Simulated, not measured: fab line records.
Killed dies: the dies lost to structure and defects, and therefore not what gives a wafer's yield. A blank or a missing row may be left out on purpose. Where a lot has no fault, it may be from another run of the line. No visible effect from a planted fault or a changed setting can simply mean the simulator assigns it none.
Matching of chambers + flow n5_finfet + N5_BEOL_M14_DEP_53 on pecvd-04: 3 sister chambers
The step deposits SiCN from 3MS/NH3, target thk 50 nm, time 17.8 s. 3 wafers are shown with their chamber, then 12 later ones without.

## WAFERS, EACH WITH ITS CHAMBER
| wafer  | chamber | showerhead_plenum_p_Torr (Torr) |
|--------|---------|---------------------------------|
| L090.1 | 2       | 4.137                           |
| L090.3 | 1       | 4.155                           |
| L090.4 | 0       | 4.171                           |

## WAFERS WITH NO CHAMBER GIVEN
| wafer  | showerhead_plenum_p_Torr (Torr) |
|--------|---------------------------------|
| L091.1 | 4.148                           |
| L091.2 | 4.120                           |
| L091.3 | 4.185                           |
| L093.1 | 4.180                           |
| L093.2 | 4.150                           |
| L093.4 | 4.148                           |
| L094.1 | 4.186                           |
| L094.5 | 4.154                           |
| L094.6 | 4.137                           |
| L097.2 | 4.146                           |
| L097.3 | 4.190                           |
| L097.5 | 4.132                           |

## EACH ONE'S CHAMBER
| wafer  | from the rows above          | in truth |
|--------|------------------------------|----------|
| L091.1 | can't be placed: 1 or 2 or 0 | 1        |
| L091.2 | can't be placed: 2 or 1      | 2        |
| L091.3 | can't be placed: 0 or 1      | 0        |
| L093.1 | can't be placed: 0 or 1      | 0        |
| L093.2 | can't be placed: 1 or 2 or 0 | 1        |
| L093.4 | can't be placed: 1 or 2 or 0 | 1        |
| L094.1 | can't be placed: 0 or 1      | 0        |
| L094.5 | can't be placed: 1 or 0 or 2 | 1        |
| L094.6 | can't be placed: 2 or 1      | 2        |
| L097.2 | can't be placed: 1 or 2 or 0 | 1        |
| L097.3 | can't be placed: 0 or 1      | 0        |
| L097.5 | can't be placed: 2 or 1      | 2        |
Correctly placed: 0 of 12. Not placeable from these rows: 12 (in 12, the candidates include the true chamber). Number placed wrongly: 0.
How it was worked out, from the rows above alone: a wafer's distance from a chamber is the root of the sum, over the readings, of the square of ((its reading less the chamber's mean) divided by the reading's scatter). The wafer belongs to the nearest chamber; if the next one is less than 2 further off, it can't be placed. A chamber's mean is the mean of its shown wafers. The scatter (one wafer shown for each chamber): square how far every hidden wafer sits from the nearest shown wafer, average those squares and take the square root.
